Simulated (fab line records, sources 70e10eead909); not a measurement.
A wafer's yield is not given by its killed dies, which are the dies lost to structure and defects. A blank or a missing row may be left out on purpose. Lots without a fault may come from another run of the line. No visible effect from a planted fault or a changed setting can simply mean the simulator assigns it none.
Struck lot and sound lot, side by side ; flow nand harc ; 15 steps out of a route of 1302
Sound: wafers L195.1, L195.3, L195.4. Struck: wafer L206.4 (left out: L206.1, L206.6 of the same lot, which were not struck); the cause appears at the end.
For every step that has rows: the tool of each side, followed by ch and its chambers, followed by its first start. Under that, the readings that differ: sound wafers ; struck wafers ; difference of the means ; sigmas: that difference in standard deviations of wafers without a fault.
alike: a reading whose means differ by less than 2 such deviations, as well as words and numbers matching on both sides. not compared: withheld readings; readings where some wafer has no value; bounds like >300 that might hide an equal value; numbers whose values overlap and for which the record gives no deviation.
Wherever a step has rows on one side only, a row that says differs or no value, or a row with sigmas, the two part there. Numbers that have no deviation but don't overlap get no sigmas and don't part them. Lack of a reading on every wafer of one side parts them only where that side has two or more wafers.

first, 4 steps without rows for these wafers: NHARC_P_BONDPAD_EBR_05; NHARC_P_BONDPAD_EXPOSE_06 (exposes mask P BPAD); NHARC_P_BONDPAD_PEB_07 (peb time 80 s); NHARC_P_BONDPAD_DEVELOP_08 (time 50 s).
NHARC_P_BONDPAD_CD_MEAS_09: target cd 500 nm.
  sound on cd sem-02 ch 0, day 7 15:49; struck on cd sem-03 ch 0, day 12 23:35
  alike: cd nm
NHARC_P_BONDPAD_OVL_MEAS_38:
  struck on overlay-01, day 12 23:40; sound on overlay-02, day 7 15:55
reading;sound;struck;difference;sigmas
overlay x nm (nm);5 6 6;-6;-12;-3
  alike: overlay y nm
then, 1 step without rows for these wafers: NHARC_P_BONDPAD_HARDBAKE_10 (time 65 s).
NHARC_P_BONDPAD_DESCUM_11: chemistry O2, time 3 s.
  sound on rie diel-09 ch 0,2,3, day 7 16:02; struck on rie diel-12 ch 0, day 12 23:47
reading;sound;struck;difference;sigmas
oes product au (a.u.);0.995 0.975 0.995;1.015;+0.027;+3
  alike: drypump motor current A, rf vpp V, showerhead plenum p Torr, throttle valve pct
  not compared: rf hours counter h
NHARC_P_BONDPAD_ETCH_37: etches the open film in N2/H2, target depth 60 nm, overetch 18 nm, time 65.91 s.
  sound on rie diel-09 ch 1,2,3, day 7 16:07; struck on rie diel-12 ch 0, day 12 23:55
  alike: drypump motor current A, oes product au, rf vpp V, run length s, showerhead plenum p Torr, throttle valve pct
  not compared: rf hours counter h
NHARC_P_BONDPAD_ETCH_12: etches the open film in CHF3/O2, target depth 200 nm, time 100 s.
  sound: rie diel-09 ch 0,1,3; struck: rie diel-12 ch 2
  alike: drypump motor current A, oes product au, rf vpp V, run length s, showerhead plenum p Torr, throttle valve pct
  not compared: rf hours counter h
NHARC_P_BONDPAD_CD_MEAS_13:
  struck on cd sem-01, day 13 00:09; sound on cd sem-01, day 7 16:21
reading;sound;struck;difference;sigmas
cd nm (nm);498.7 496.2 497.3;503.4;+6.0;+2
NHARC_P_BONDPAD_STRIP_15: strips in O2.
  sound on rie diel-03 ch 1,2,3, day 7 16:25; struck on rie diel-12 ch 3, day 13 00:15
reading;sound;struck;difference;sigmas
oes product au (a.u.);0.992 0.985 0.988;1.008;+0.020;+2
throttle valve pct (%);17.023 17.036 17.034;17.048;+0.017;+2
  alike: drypump motor current A, rf vpp V, showerhead plenum p Torr
  not compared: rf hours counter h
NHARC_P_BONDPAD_ETCH_24: etches the open film in CF4/N2, target depth 30 nm, time 72.99 s.
  sound on rie diel-03 ch 0,1,2, day 7 16:34; struck on rie diel-12 ch 2, day 13 00:25
reading;sound;struck;difference;sigmas
run length s (s);94.2 93.9 94.6;91.4;-2.8;-8
  alike: drypump motor current A, oes product au, rf vpp V, showerhead plenum p Torr, throttle valve pct
  not compared: rf hours counter h
then, 1 step without rows for these wafers: NHARC_P_BONDPAD_STRIP_16 (strips in post etch residue remover, time 600 s).
-- break in the record here, with 19 days between the starts of the struck wafers on either side (left off in module P_BONDPAD, picked up again in module END, where the first step shown is number 1302 on the route) --
NHARC_END_SORT_01:
  sound on prober-02 ch 0, day 26 00:19; struck on prober-01 ch 0, day 31 15:02
  alike: defect limited yield, killed at array, killed at other, killed at periphery, killed dies, killed open, killed short

## WHERE THEY PART
Earliest at NHARC_P_BONDPAD_OVL_MEAS_38; latest, in this record, at NHARC_P_BONDPAD_ETCH_24. Later steps at which nothing parts them and some readings are alike: NHARC_END_SORT_01.

WHY: whatever the simulator had introduced
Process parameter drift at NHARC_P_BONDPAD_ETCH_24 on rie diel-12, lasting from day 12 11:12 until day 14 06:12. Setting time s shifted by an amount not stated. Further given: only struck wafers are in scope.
